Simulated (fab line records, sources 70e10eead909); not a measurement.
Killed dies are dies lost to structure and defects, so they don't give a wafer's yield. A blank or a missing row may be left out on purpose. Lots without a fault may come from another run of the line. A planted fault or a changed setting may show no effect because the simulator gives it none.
fab line records | flow nand_harc | part 1 of 2: steps 1 to 16 of 26
record lots=5 wafers=15 last_day=23
route steps=1159 shown A_CONTACT@934
lots that met no fault: from a run of the same line without faults
start_h: hours from the record's first day to the start of the lot's first wafer shown | wait_h: hours since the lot's step before | " the same as in the row above | L1.1+2: a row that stands for several wafers | - no value, or no start given | * or withheld: withheld | < > ~ a bound
route shown NAME@n: a module of which the file shows steps, and the number in the route of the first | usual: mean/standard deviation of fault-free wafers | same: alike in all rows | chamber/n: place in a boat | sites: the reading at each site | _std_site: their standard deviation | _edge_site: outer sites' mean less inner sites' | radius_mm: how far each site lies from the wafer's centre | mask NAME#n: copy n | behind: the tool/chamber that last shaped the wafer | hold: why the lot was held/for how many hours/how that ended | device: the transistor (n, p or np) that didn't switch | end of line: the same wafers' tests at the end of the route | a step without rows: its recipe alone | killed: dies lost to structure and defects at the first sort, not the wafer's yield | map: a wafer's dies, x killed, . not, _ none there
set.NAME: the setting as run; set.NAME@STEP: as run at that earlier step | model.NAME: the simulator's own value behind a step, which no gauge read
lots at some steps of the route; a table a step, a row a wafer
services: from which hour (start_h, from the record's first day; less than 0 if before it) a tool's chamber was out of use, for how many hours, and why
## steps
# step NHARC_A_CONTACT_DEVELOP_07
# recipe develop_time_s=35 dev_temp_c=23
# columns lot.wafer tool chamber start_h wait_h
L081.3+4+5 litho_track-06 0 - -
L082.2+3+4 litho_track-04 0 - -
L084.1+2+4 litho_track-04 0 - -
L087.3+5+6 litho_track-04 0 - -
L091.4+5+6 litho_track-06 0 - -
# step NHARC_A_CONTACT_CD_MEAS_08
# recipe target_cd_nm=100 landing_energy_ev=500
# usual cd_nm=99.9/0.4
# columns lot.wafer tool chamber start_h wait_h cd_nm
L081.3 cd_sem-01 0 424.83 - 100.1
L081.4 " 0 " " 100.1
L081.5 " 0 " " 99.8
L082.2 cd_sem-01 0 434.78 - 99.4
L082.3 " 0 " " 99.9
L082.4 " 0 " " 99.9
L084.1 cd_sem-02 0 438.37 - 99.6
L084.2 " 0 " " 100.0
L084.4 " 0 " " 99.4
L087.3 cd_sem-03 0 449.64 - 99.3
L087.5 " 0 " " 99.9
L087.6 " 0 " " 99.4
L091.4 cd_sem-01 0 475.05 - 99.7
L091.5 " 0 " " 100.0
L091.6 " 0 " " 100.4
# step NHARC_A_CONTACT_OVL_MEAS_09
# usual overlay_x_nm=0.3/0.69 overlay_y_nm=0.0/0.83
# columns lot.wafer tool chamber start_h wait_h overlay_x_nm overlay_y_nm
L081.3 overlay-02 - 424.92 - 0.2 -0.5
L081.4 " - " " 0.0 -0.3
L081.5 " - " " 0.4 -0.7
L082.2 overlay-01 - 434.86 - -0.3 -0.6
L082.3 " - " " -0.9 -0.8
L082.4 " - " " -1.3 -0.8
L084.1 overlay-01 - 438.46 - -0.1 1.1
L084.2 " - " " 0.9 1.0
L084.4 " - " " 0.5 1.2
L087.3 overlay-02 - 449.72 - -0.1 0.9
L087.5 " - " " -0.7 0.3
L087.6 " - " " -0.2 0.5
L091.4 overlay-01 - 475.13 - 0.1 -0.8
L091.5 " - " " -0.2 -0.6
L091.6 " - " " -0.1 0.1
# step NHARC_A_CONTACT_INSPECT_10
# usual raw_defect_count=32/13
# columns lot.wafer tool chamber start_h wait_h raw_defect_count
L081.3 defect_inspect-02 - 424.96 0.0 37
L081.4 " - " " 26
L081.5 " - " " 25
L082.2 defect_inspect-01 - 434.90 0.0 52
L082.3 " - " " 33
L082.4 " - " " 35
L084.1 defect_inspect-02 - 438.50 0.0 38
L084.2 " - " " 48
L084.4 " - " " 35
L087.3 defect_inspect-02 - 449.76 0.0 19
L087.5 " - " " 10
L087.6 " - " " 17
L091.4 defect_inspect-01 - 475.17 0.0 27
L091.5 " - " " 28
L091.6 " - " " 49
# step NHARC_A_CONTACT_DESCUM_13
# recipe time_s=3 o2_flow_sccm=200 ar_flow_sccm=0 bias_power_w=0 chemistry=O2
# usual drypump_motor_current_A=5.77/0.24 oes_product_au=1.000/0.0075 rf_vpp_V=57.9/0.91 showerhead_plenum_p_Torr=1.94/0.081 throttle_valve_pct=11.312/0.0091
# columns lot.wafer tool chamber start_h wait_h drypump_motor_current_A oes_product_au rf_hours_counter_h rf_vpp_V showerhead_plenum_p_Torr throttle_valve_pct
L081.3 rie_diel-01 3 425.12 0.2 5.68 0.993 19 57.4 1.76 11.303
L081.4 " 1 " " 5.96 0.993 21 58.9 1.99 11.325
L081.5 " 3 " " 5.68 1.003 - 55.6 1.76 11.314
L082.3 rie_diel-01 1 434.96 0.1 5.84 1.002 24 58.4 1.99 11.303
L082.2 " 2 " " 5.69 0.991 23 57.1 2.00 11.312
L082.4 " 3 " " 5.69 1.001 22 57.1 1.76 11.301
L084.1 rie_diel-02 3 438.63 0.1 6.09 0.997 37 57.8 1.96 11.321
L084.4 " 0 " " 5.85 0.992 36 58.5 1.83 11.316
L084.2 " 1 " " 5.49 0.994 37 58.7 1.79 11.301
L087.3 rie_diel-07 1 449.85 0.1 5.62 1.004 12 57.1 1.91 11.324
L087.6 " 2 " " 5.62 0.990 - 58.4 1.95 11.312
L087.5 " 3 " " 5.48 0.996 - 56.5 1.90 11.310
L091.4 rie_diel-01 1 475.23 0.1 5.91 0.995 31 58.8 1.99 11.329
L091.6 " 1 " " 5.85 1.000 - 57.6 1.99 11.310
L091.5 " 2 " " 5.66 0.989 - 58.9 2.00 11.308
# step NHARC_A_CONTACT_ETCH_88
# recipe target_depth_a=390 over_etch_frac=0.3 time_s=65 ion_energy_ev=80 cf4_flow_sccm=150 ar_flow_sccm=0 rf_w=300 bias_w=100 chemistry=CF4
# usual cf4_flow_sccm=150.0/0.48 drypump_motor_current_A=5.76/0.23 oes_product_au=1.000/0.008 rf_vpp_V=151.5/1.2 showerhead_plenum_p_Torr=1.79/0.072 throttle_valve_pct=13.283/0.0086
# columns lot.wafer tool chamber start_h wait_h cf4_flow_sccm drypump_motor_current_A oes_product_au rf_hours_counter_h rf_vpp_V showerhead_plenum_p_Torr throttle_valve_pct
L081.4 rie_diel-01 2 425.19 0.1 150.0 5.71 0.998 20 151.9 1.84 13.279
L081.3 " 3 " " 149.7 5.67 1.007 19 149.8 1.64 13.273
L081.5 " 3 " " 149.2 5.70 0.997 - 150.7 1.64 13.282
L082.2 rie_diel-01 2 435.05 0.1 150.4 5.68 0.997 23 152.4 1.84 13.284
L082.4 " 3 " " 150.0 5.69 1.005 22 151.2 1.64 13.269
L082.3 " 1 " " 151.0 5.88 0.999 24 150.9 1.84 13.279
L084.2 rie_diel-02 3 438.77 0.1 149.9 6.07 1.000 37 150.7 1.81 13.285
L084.1 " 0 " " 149.9 5.83 1.005 36 149.5 1.69 13.284
L084.4 " 1 " " 150.5 5.53 0.993 37 151.0 1.67 13.276
L087.3 rie_diel-07 1 449.92 0.1 149.4 5.60 1.022 12 149.6 1.77 13.290
L087.5 " 3 " " 150.3 5.45 1.014 - 150.8 1.76 13.278
L087.6 " 0 " " 150.6 5.69 1.013 - 152.4 1.82 13.271
L091.4 rie_diel-01 0 475.32 0.1 150.6 6.17 1.006 30 151.4 1.79 13.284
L091.6 " 3 " " 150.5 5.69 0.997 - 150.2 1.64 13.284
L091.5 " 0 " " 150.6 6.15 1.014 - 150.9 1.79 13.288
# step NHARC_A_CONTACT_ETCH_89
# recipe target_depth_a=2600 over_etch_frac=0.3 time_s=475.3 ion_energy_ev=200 n2_flow_sccm=150 h2_flow_sccm=150 ar_flow_sccm=0 rf_w=400 bias_w=150 chemistry=N2/H2
# usual drypump_motor_current_A=5.76/0.23 oes_product_au=1.001/0.0076 rf_vpp_V=431.0/2.7 showerhead_plenum_p_Torr=2.06/0.091 throttle_valve_pct=14.171/0.0093
# columns lot.wafer tool chamber start_h wait_h drypump_motor_current_A oes_product_au rf_hours_counter_h rf_vpp_V showerhead_plenum_p_Torr throttle_valve_pct
L081.4 rie_diel-01 1 - - 5.95 0.992 21 433.2 2.13 14.169
L081.3 " 2 " " 5.70 1.000 20 433.2 2.13 14.173
L081.5 " 2 " " 5.70 0.986 - 434.5 2.13 14.175
L082.3 rie_diel-01 2 - - 5.67 1.000 23 432.5 2.13 14.197
L082.4 " 3 " " 5.68 0.999 22 427.5 1.87 14.169
L082.2 " 0 " " 6.17 1.007 23 431.8 2.07 14.179
L084.4 rie_diel-02 0 - - 5.85 1.012 36 427.4 1.94 14.174
L084.1 " 1 " " 5.47 1.001 37 425.7 1.91 14.173
L084.2 " 3 " " 6.12 0.995 37 432.5 2.09 14.165
L087.3 rie_diel-07 2 - - 5.62 0.996 12 431.4 2.08 14.162
L087.6 " 0 " " 5.71 1.009 - 430.7 2.10 14.181
L087.5 " 1 " " 5.60 1.000 - 430.8 2.04 14.184
L091.4 rie_diel-01 1 - - 5.93 0.997 31 432.2 2.12 14.174
L091.6 " 2 " " 5.66 0.991 - 432.5 2.13 14.176
L091.5 " 3 " " 5.67 0.996 - 424.6 1.87 14.169
# step NHARC_A_CONTACT_ETCH_30
# recipe target_depth_a=605 time_s=30.2 cf4_flow_sccm=100 chf3_flow_sccm=30 ar_flow_sccm=0 rf_w=500 bias_w=200 chemistry=CF4/CHF3
# usual cf4_flow_sccm=100.0/0.31 drypump_motor_current_A=5.78/0.25 oes_product_au=0.934/0.017 rf_vpp_V=371.2/2.3 showerhead_plenum_p_Torr=1.59/0.065 throttle_valve_pct=16.803/0.0098
# columns lot.wafer tool chamber start_h wait_h cf4_flow_sccm drypump_motor_current_A oes_product_au rf_hours_counter_h rf_vpp_V showerhead_plenum_p_Torr throttle_valve_pct
L081.4 rie_diel-01 3 - - 100.2 5.67 0.929 20 369.1 1.46 16.789
L081.3 " 1 " " 100.7 5.86 0.932 22 371.9 1.64 16.776
L081.5 " 3 " " 100.0 5.69 0.930 - 364.3 1.46 16.807
L082.3 rie_diel-01 3 - - 100.3 5.66 0.969 22 366.8 1.46 16.799
L082.4 " 0 " " 100.3 6.17 0.984 23 370.4 1.60 16.794
L082.2 " 1 " " 100.1 5.91 0.972 24 372.7 1.63 16.814
L084.1 rie_diel-02 3 - - 99.7 6.09 0.947 38 374.0 1.61 16.803
L084.4 " 0 " " 99.7 5.83 0.964 37 369.0 1.51 16.802
L084.2 " 1 " " 100.3 5.46 0.958 38 367.8 1.48 16.798
L087.3 rie_diel-07 2 - - 99.9 5.62 0.922 13 372.4 1.60 16.810
L087.5 " 0 " " 100.0 5.70 0.937 - 374.9 1.62 16.798
L087.6 " 1 " " 99.7 5.62 0.929 - 371.9 1.57 16.799
L091.4 rie_diel-01 2 - - 99.9 5.68 0.906 30 372.9 1.64 16.799
L091.6 " 0 " " 100.6 6.16 0.921 - 371.3 1.60 16.818
L091.5 " 1 " " 100.0 5.95 0.925 - 372.4 1.63 16.790
# step NHARC_A_CONTACT_ETCH_31
# recipe target_depth_a=20000 over_etch_frac=0.3 time_s=520 ion_energy_ev=150 o2_flow_sccm=400 cos_flow_sccm=20 ar_flow_sccm=0 rf_w=500 bias_w=300 chemistry=O2/COS
# usual cos_flow_sccm=20.00/0.065 drypump_motor_current_A=5.78/0.24 oes_product_au=1.001/0.0084 rf_vpp_V=314.7/1.9 showerhead_plenum_p_Torr=3.16/0.12 throttle_valve_pct=28.328/0.009
# columns lot.wafer tool chamber start_h wait_h cos_flow_sccm drypump_motor_current_A oes_product_au rf_hours_counter_h rf_vpp_V showerhead_plenum_p_Torr throttle_valve_pct
L081.3 rie_diel-01 1 - - 19.92 5.92 0.998 22 316.7 3.24 28.322
L081.4 " 0 " " 20.02 6.19 1.005 21 315.7 3.17 28.319
L081.5 " 2 " " 20.05 5.72 0.978 - 316.1 3.25 28.326
L082.4 rie_diel-01 3 - - 19.99 5.70 0.997 22 310.4 2.89 28.326
L082.3 " 1 " " 20.01 5.92 1.012 24 315.0 3.24 28.332
L082.2 " 2 " " 19.91 5.70 0.994 23 316.9 3.25 28.322
L084.1 rie_diel-02 2 - - 19.86 5.17 0.991 39 316.8 3.32 28.338
L084.4 " 3 " " 19.93 6.11 0.993 38 315.2 3.19 28.332
L084.2 " 1 " " 20.02 5.48 0.989 38 312.7 2.94 28.330
L087.3 rie_diel-07 3 - - 19.76 5.46 1.007 14 314.0 3.10 28.333
L087.6 " 1 " " 19.98 5.59 1.011 - 314.5 3.12 28.332
L087.5 " 2 " " 19.87 5.65 1.016 - 316.6 3.18 28.329
L091.4 rie_diel-01 2 - - 19.88 5.73 0.998 30 316.5 3.25 28.332
L091.6 " 0 " " 19.97 6.18 1.004 - 314.8 3.17 28.337
L091.5 " 1 " " 20.14 5.92 1.014 - 317.2 3.24 28.335
# step NHARC_A_CONTACT_ETCH_134
# recipe source_w=withheld pressure_mtorr=20 bias_v=withheld time_s=140 target_depth_a=7000 ar_flow_sccm=withheld c4f8_flow_sccm=withheld o2_flow_sccm=withheld chemistry=C4F8/O2/Ar
# usual oes_air_line_au=0.999/0.02
# columns lot.wafer tool chamber start_h wait_h oes_air_line_au rf_hours_counter_h
L081.4 har_cap_etch-03 0 426.56 - 0.978 -
L081.3 " 1 " " 0.977 -
L081.5 " 1 " " 0.988 -
L082.2 har_cap_etch-02 1 435.99 - 1.007 19
L082.3 " 0 " " 1.020 -
L082.4 " 1 " " 0.975 -
L084.1 har_cap_etch-03 0 440.15 - 0.969 94
L084.2 " 1 " " 1.023 94
L084.4 " 1 " " 1.017 -
L087.3 har_cap_etch-03 1 450.97 - 0.994 -
L087.5 " 0 " " 1.005 -
L087.6 " 1 " " 0.989 -
L091.4 har_cap_etch-01 0 476.35 - 0.998 -
L091.5 " 0 " " 0.973 -
L091.6 " 1 " " 1.009 -
# step NHARC_A_CONTACT_ETCH_135
# recipe source_w=withheld pressure_mtorr=20 bias_v=3000 time_s=132 target_depth_a=12870 ar_flow_sccm=withheld c4f8_flow_sccm=withheld o2_flow_sccm=withheld chemistry=C4F8/O2/Ar
# usual oes_air_line_au=1.004/0.02
# columns lot.wafer tool chamber start_h wait_h oes_air_line_au rf_hours_counter_h
L081.4 har_cap_etch-03 0 426.73 0.1 1.029 -
L081.3 " 1 " " 1.039 -
L081.5 " 1 " " 0.963 -
L082.2 har_cap_etch-02 1 436.18 0.2 1.010 19
L082.3 " 0 " " 1.012 -
L082.4 " 1 " " 0.989 -
L084.1 har_cap_etch-03 0 440.36 0.2 1.008 94
L084.2 " 1 " " 1.023 94
L084.4 " 1 " " 1.010 -
L087.3 har_cap_etch-03 1 451.13 0.1 0.989 -
L087.5 " 0 " " 1.024 -
L087.6 " 1 " " 0.994 -
L091.4 har_cap_etch-01 0 476.52 0.1 1.000 -
L091.5 " 0 " " 1.006 -
L091.6 " 1 " " 1.012 -
# step NHARC_A_CONTACT_ETCH_136
# recipe source_w=withheld pressure_mtorr=20 bias_v=3000 time_s=132 target_depth_a=12870 ar_flow_sccm=withheld c4f8_flow_sccm=withheld o2_flow_sccm=withheld chemistry=C4F8/O2/Ar
# usual oes_air_line_au=1.004/0.02
# columns lot.wafer tool chamber start_h wait_h oes_air_line_au rf_hours_counter_h
L081.4 har_cap_etch-03 0 426.85 0.1 1.024 -
L081.3 " 1 " " 1.005 -
L081.5 " 1 " " 1.001 -
L082.2 har_cap_etch-02 1 436.30 0.1 0.973 19
L082.3 " 0 " " 0.986 -
L082.4 " 1 " " 0.970 -
L084.1 har_cap_etch-03 0 440.48 0.1 1.004 95
L084.2 " 1 " " 1.021 95
L084.4 " 1 " " 1.020 -
L087.3 har_cap_etch-03 1 451.25 0.1 1.015 -
L087.5 " 0 " " 0.986 -
L087.6 " 1 " " 0.992 -
L091.4 har_cap_etch-01 0 476.64 0.1 0.948 -
L091.5 " 0 " " 1.034 -
L091.6 " 1 " " 1.003 -
# step NHARC_A_CONTACT_ETCH_137
# recipe source_w=withheld pressure_mtorr=20 bias_v=3000 time_s=132 target_depth_a=12870 ar_flow_sccm=withheld c4f8_flow_sccm=withheld o2_flow_sccm=withheld chemistry=C4F8/O2/Ar
# usual oes_air_line_au=1.004/0.021
# columns lot.wafer tool chamber start_h wait_h oes_air_line_au rf_hours_counter_h
L081.4 har_cap_etch-03 0 426.98 0.1 0.999 -
L081.3 " 1 " " 1.009 -
L081.5 " 1 " " 1.036 -
L082.2 har_cap_etch-02 1 436.42 0.1 0.988 19
L082.3 " 0 " " 1.028 -
L082.4 " 1 " " 0.996 -
L084.1 har_cap_etch-03 0 440.60 0.1 0.989 95
L084.2 " 1 " " 1.000 95
L084.4 " 1 " " 0.982 -
L087.3 har_cap_etch-03 1 451.37 0.1 0.975 -
L087.5 " 0 " " 0.991 -
L087.6 " 1 " " 0.981 -
L091.4 har_cap_etch-01 0 476.76 0.1 1.029 -
L091.5 " 0 " " 1.032 -
L091.6 " 1 " " 1.000 -
# step NHARC_A_CONTACT_ETCH_138
# recipe source_w=withheld pressure_mtorr=20 bias_v=3000 time_s=132 target_depth_a=12890 ar_flow_sccm=withheld c4f8_flow_sccm=withheld o2_flow_sccm=withheld chemistry=C4F8/O2/Ar
# usual oes_air_line_au=0.997/0.018
# columns lot.wafer tool chamber start_h wait_h oes_air_line_au rf_hours_counter_h
L081.4 har_cap_etch-03 0 427.10 0.1 1.024 -
L081.3 " 1 " " 0.992 -
L081.5 " 1 " " 1.030 -
L082.2 har_cap_etch-02 1 436.55 0.1 0.987 19
L082.3 " 0 " " 0.984 -
L082.4 " 1 " " 1.006 -
L084.1 har_cap_etch-03 0 440.73 0.1 0.991 95
L084.2 " 1 " " 0.995 95
L084.4 " 1 " " 0.982 -
L087.3 har_cap_etch-03 1 451.49 0.1 0.987 -
L087.5 " 0 " " 0.975 -
L087.6 " 1 " " 1.014 -
L091.4 har_cap_etch-01 0 476.89 0.1 1.003 -
L091.5 " 0 " " 1.000 -
L091.6 " 1 " " 0.970 -
# step NHARC_A_CONTACT_ETCH_139
# recipe source_w=withheld pressure_mtorr=20 bias_v=400 time_s=137 target_depth_a=5900 ar_flow_sccm=withheld c4f8_flow_sccm=11.5 o2_flow_sccm=7.2 chemistry=C4F8/O2/Ar
# usual oes_air_line_au=1.001/0.021
# columns lot.wafer tool chamber start_h wait_h oes_air_line_au rf_hours_counter_h
L081.4 har_cap_etch-03 0 427.26 0.1 1.020 -
L081.3 " 1 " " 0.984 -
L081.5 " 1 " " 1.017 -
L082.2 har_cap_etch-02 1 436.69 0.1 1.009 20
L082.3 " 0 " " 0.955 -
L082.4 " 1 " " 1.033 -
L084.1 har_cap_etch-03 0 440.85 0.1 1.010 95
L084.2 " 1 " " 1.019 95
L084.4 " 1 " " 0.973 -
L087.3 har_cap_etch-03 1 451.67 0.2 1.016 -
L087.5 " 0 " " 1.007 -
L087.6 " 1 " " 0.958 -
L091.4 har_cap_etch-01 0 477.05 0.1 0.988 -
L091.5 " 0 " " 0.982 -
L091.6 " 1 " " 1.010 -
# step NHARC_A_CONTACT_ETCH_92
# recipe target_depth_a=400 over_etch_frac=0.5 time_s=85.7 ion_energy_ev=120 ch3f_flow_sccm=50 o2_flow_sccm=30 ar_flow_sccm=200 rf_w=500 bias_w=100 chemistry=CH3F/O2
# usual drypump_motor_current_A=5.75/0.25 oes_product_au=0.936/0.026 rf_vpp_V=244.4/1.7 showerhead_plenum_p_Torr=2.47/0.11 throttle_valve_pct=20.663/0.0091
# columns lot.wafer tool chamber start_h wait_h drypump_motor_current_A oes_product_au rf_hours_counter_h rf_vpp_V showerhead_plenum_p_Torr throttle_valve_pct
L081.3 rie_diel-01 0 427.58 0.3 6.16 0.941 21 246.2 2.50 20.671
L081.4 " 3 " " 5.66 0.933 20 241.3 2.27 20.678
L081.5 " 1 " " 5.88 0.936 - 245.6 2.56 20.664
L082.4 rie_diel-07 0 437.05 0.2 5.69 1.005 10 245.4 2.53 20.655
L082.3 " 1 " " 5.61 1.000 8 244.7 2.46 20.666
L082.2 " 2 " " 5.61 1.011 8 244.9 2.51 20.650
L084.4 rie_diel-01 2 441.24 0.3 5.71 0.924 24 245.5 2.56 20.671
L084.2 " 0 " " 6.16 0.927 25 244.5 2.50 20.672
L084.1 " 1 " " 5.86 0.931 26 246.0 2.56 20.664
L087.3 rie_diel-01 2 451.96 0.3 5.72 0.909 25 244.3 2.56 20.674
L087.5 " 2 " " 5.72 0.914 - 245.9 2.56 20.660
L087.6 " 3 " " 5.67 0.917 - 241.4 2.27 20.661
L091.4 rie_diel-07 3 477.43 0.3 5.46 0.929 26 244.3 2.44 20.650
L091.6 " 0 " " 5.71 0.921 - 244.8 2.52 20.662
L091.5 " 1 " " 5.61 0.926 - 245.2 2.45 20.654
